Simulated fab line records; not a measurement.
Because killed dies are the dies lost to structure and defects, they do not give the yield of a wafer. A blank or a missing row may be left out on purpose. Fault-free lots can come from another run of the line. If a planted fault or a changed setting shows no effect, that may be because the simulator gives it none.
8D (eight disciplines) problem report, filled in by code + flow n5Finfet + the parts of the form that need people (team, actions taken, sign-off) are left out

== 1. THE PROBLEM ==
At N5_BEOL_M10_COAT_59, spinSpeedRpm averages 1644.7 rpm over 6 wafers from 2 lots, while fault-free wafers read 1500.0 rpm, standard deviation 1. That is +99 or more standard deviations from the usual mean.
The step: time 60 s, resist thk 100 nm.
First observed at day 15 14:53: wafer L775.1, on lithoTrack-03. The record has a number at this step for 33 wafers belonging to 11 lots. Rule for "out" (also "out of limits"): further than 4 standard deviations from the usual mean. Any other wafer with a number is counted as sound.

== 2. WHAT IT IS, AND WHAT IT ISN'T ==
| question                    | is                     | is not                                                                    |
|-----------------------------|------------------------|---------------------------------------------------------------------------|
| which readings at this step | spinSpeedRpm           | chillPlateTempC, resistLineTempC                                          |
| which lots                  | L775, L777             | L756, L758, L760, L762, L764, L768, L774, L776, L778                      |
| which wafers of those lots  | all that have a number | -                                                                         |
| read on which tools         | lithoTrack-03          | lithoTrack-01, lithoTrack-02                                              |
| when                        | from day 15 14:53      | up to then (21 sound wafers); but 6 sound wafers of L776, L778 came after |

== 3. SUSPECTS, AND WHAT RULES EACH OUT ==
Counting: a tool at any process step up to the reading remains a suspect when it ran all the lots that are out and ran no sound lot after the first of those.
- rieDiel-05 at N5_BEOL_M9_STRIP_80 (strips in N2/H2, time 10 s): ruled out as a lasting fault. Following L775 (day 15 10:28), the first lot on it that is out, the sound lots L778 were run on it. With no start given for some of its lots, N5_BEOL_M9_STRIP_80 uses the hours and lot order of N5_BEOL_M9_CURE_72.
- uvCure-01 at N5_BEOL_M9_CURE_72 (cures SiCOH lowk, time 120 s): ruled out as a lasting fault. Following L775 (day 15 10:28), the first lot on it that is out, the sound lots L778 were run on it.
- lithoTrack-03 at N5_BEOL_M10_COAT_59 (time 60 s, resist thk 100 nm): kept. Every lot that is out went through it, starting with L775 (day 15 14:53), and after that it ran no sound lot; the last sound lot it ran before then is L774 (day 15 12:38). Out on those wafers are its own readings of spinSpeedRpm.
Remaining after the count: lithoTrack-03 at N5_BEOL_M10_COAT_59.

== 4. THE CAUSE (what the simulator had put in) ==
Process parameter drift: lithoTrack-03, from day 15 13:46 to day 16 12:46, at N5_BEOL_M10_COAT_59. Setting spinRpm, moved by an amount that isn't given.
This tool alone remained once counting was done.

== 5. THE CHAIN OF EFFECTS, in route order ==
Each row: a reading whose mean over the struck wafers that have a number lies more than 3 standard deviations from the usual. Readings are gone through only where the record gives a usual standard deviation; hours: the median, over the lots, of the time from a lot's start at the first step in this table giving one to that lot's start at this step; sigmas: the change measured in usual standard deviations.
| hours | step                | reading      | usual      | on struck wafers | change | sigmas      |
|-------|---------------------|--------------|------------|------------------|--------|-------------|
| 0     | N5_BEOL_M10_COAT_59 | spinSpeedRpm | 1500.0 rpm | 1644.7           | +144.7 | +99 or more |
Process steps it contains:
- N5_BEOL_M10_COAT_59: time 60 s, resist thk 100 nm.

== 6. HOW IT WOULD HAVE BEEN CAUGHT EARLIER ==
In this record the first reading out of limits was taken at day 15 14:53, 1 hour after the fault began at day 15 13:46.
